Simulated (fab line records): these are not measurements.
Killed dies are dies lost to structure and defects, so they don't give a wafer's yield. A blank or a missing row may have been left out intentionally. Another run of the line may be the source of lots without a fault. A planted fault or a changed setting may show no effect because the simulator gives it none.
Struck lot and sound lot, side by side -- flow n5_finfet -- 35 out of 1938 route steps
Sound: these wafers, L112.1, L112.2, L112.4. Struck: wafer L127.6. (L127.2, L127.3 of the same lot were not struck and are left out.) The cause comes at the end.
At each step with rows: each side's tool, then ch and its chambers, then its first start. Under that, the readings that differ: sound wafers -- struck wafers -- difference of the means -- sigmas: that difference in standard deviations of wafers without a fault.
alike: a reading whose means differ by less than 2 such deviations, as well as words and numbers matching on both sides. not compared: withheld readings; readings where some wafer has no value; bounds like >300 that might hide an equal value; numbers whose values overlap and for which the record gives no deviation.
A row with sigmas, a row that says differs or no value, or rows on one side alone: a step with any of these is where the two part. Numbers that don't overlap but have no deviation are shown without sigmas and don't part them. A reading that every wafer of one side lacks parts them only if that side has two wafers or more.

first, 9 steps without rows for these wafers: N5_PMOS_HMC_CHANNEL_EPI_SOFTBAKE_04 (time 60 s); N5_PMOS_HMC_CHANNEL_EPI_EXPOSE_06 (exposes mask PMOS HMC BLK, target cd 240 nm); N5_PMOS_HMC_CHANNEL_EPI_PEB_07 (peb time 60 s); N5_PMOS_HMC_CHANNEL_EPI_DEVELOP_08 (develop time 30 s); N5_PMOS_HMC_CHANNEL_EPI_DESCUM_14 (chemistry O2, time 7.9 s); N5_PMOS_HMC_CHANNEL_EPI_ETCH_32 (etches BARC in N2/H2, stops on SiO2, target depth 85.8 nm, time 50.3 s); N5_PMOS_HMC_CHANNEL_EPI_HM_OPEN_15 (chemistry CHF3/O2, target SiO2, target depth 40.6 nm, time 20.3 s); N5_PMOS_HMC_CHANNEL_EPI_STRIP_33 (strips in N2/H2); N5_PMOS_HMC_CHANNEL_EPI_STRIP_17 (strips in SPM, time 750 s).
N5_PMOS_HMC_CHANNEL_EPI_ETCH_38: etches SiO2 in CF4, target depth 1.5 nm.
  sound on rie_si-03 ch 0,1,2, day 2 23:28; struck on rie_si-03 ch 1, day 6 17:37
  alike: drypump_motor_current_A, oes_product_au, throttle_valve_pct
  not compared: rf_hours_counter_h
then, 24 steps without rows for these wafers: N5_PMOS_HMC_CHANNEL_EPI_FIN_RECESS_16 (chemistry HBr/Cl2, target Si, target depth 54 nm, time 18 s); N5_PMOS_HMC_CHANNEL_EPI_PRECLEAN_36 (cleans in O3/DIW, time 45 s); N5_PMOS_HMC_CHANNEL_EPI_PRECLEAN_18 (cleans in DHF, time 30 s); N5_PMOS_HMC_CHANNEL_EPI_SRD_19 (time 30 s); N5_PMOS_HMC_CHANNEL_EPI_EPI_20 (deposits SiGe30, target thk 59 nm); N5_PMOS_HMC_CHANNEL_EPI_HM_STRIP_35 (strips SiO2 in dHF, material SiO2, target depth 39.6 nm, time 216 s); N5_PMOS_HMC_CHANNEL_EPI_SRD_39 (time 30 s); N5_PMOS_HMC_CHANNEL_EPI_CMP_21 (polishes SiGe30, target thk 54 nm); N5_PMOS_HMC_CHANNEL_EPI_PRECLEAN_40 (cleans in DHF, time 30 s); N5_PMOS_HMC_CHANNEL_EPI_PRECLEAN_37 (cleans in O3/DIW, time 45 s); N5_PMOS_HMC_CHANNEL_EPI_PRECLEAN_24 (cleans in DHF, time 30 s); N5_PMOS_HMC_CHANNEL_EPI_SRD_25 (time 30 s); N5_PMOS_HMC_CHANNEL_EPI_EPI_26 (deposits Si from SiH4/H2, target thk 3.8 nm, time 22.7 s); N5_FIN_SAQP_PRECLEAN_42 (cleans in O3/DIW, time 60 s); N5_FIN_SAQP_PRECLEAN_00 (cleans in SC1, time 60 s); N5_FIN_SAQP_PRECLEAN_44 (cleans in SC2, time 45 s); N5_FIN_SAQP_SRD_01 (time 30 s); N5_FIN_SAQP_ALD_61 (deposits SiO2, target thk 4 nm, pulse time 1 s, purge time 2 s); N5_FIN_SAQP_DENSIFY_62 (time 60 s); N5_FIN_SAQP_HM_DEP_03 (deposits SiNx from SiH4/NH3/N2, target thk 38 nm, time 33.6 s); N5_FIN_SAQP_PECVD_47 (deposits a-Si from SiH4/He, target thk 45 nm, time 36.3 s); N5_FIN_SAQP_PECVD_48 (deposits SiNx from SiH4/NH3/N2, target thk 25 nm, time 22.1 s); N5_FIN_SAQP_PECVD_06 (deposits a-Si from SiH4/He, target thk 60 nm, time 48.1 s); N5_FIN_SAQP_HM_DEP_72 (deposits SiO2 from SiH4/N2O, target thk 12 nm, time 7.2 s).
-- record jumps: 14 days separate the struck wafers' starts on either side; left off in module FIN_SAQP, taken up again in module PASSIVATION, whose first shown step is the route's number 1936 --
N5_PASSIVATION_PROBE_49:
  rows exist in the record for the struck wafers here (prober-02, day 20 22:56), but not for the sound ones

## WHERE THEY PART
At N5_PASSIVATION_PROBE_49 and nowhere else, as far as this record goes.

WHY: the cause the simulator had injected
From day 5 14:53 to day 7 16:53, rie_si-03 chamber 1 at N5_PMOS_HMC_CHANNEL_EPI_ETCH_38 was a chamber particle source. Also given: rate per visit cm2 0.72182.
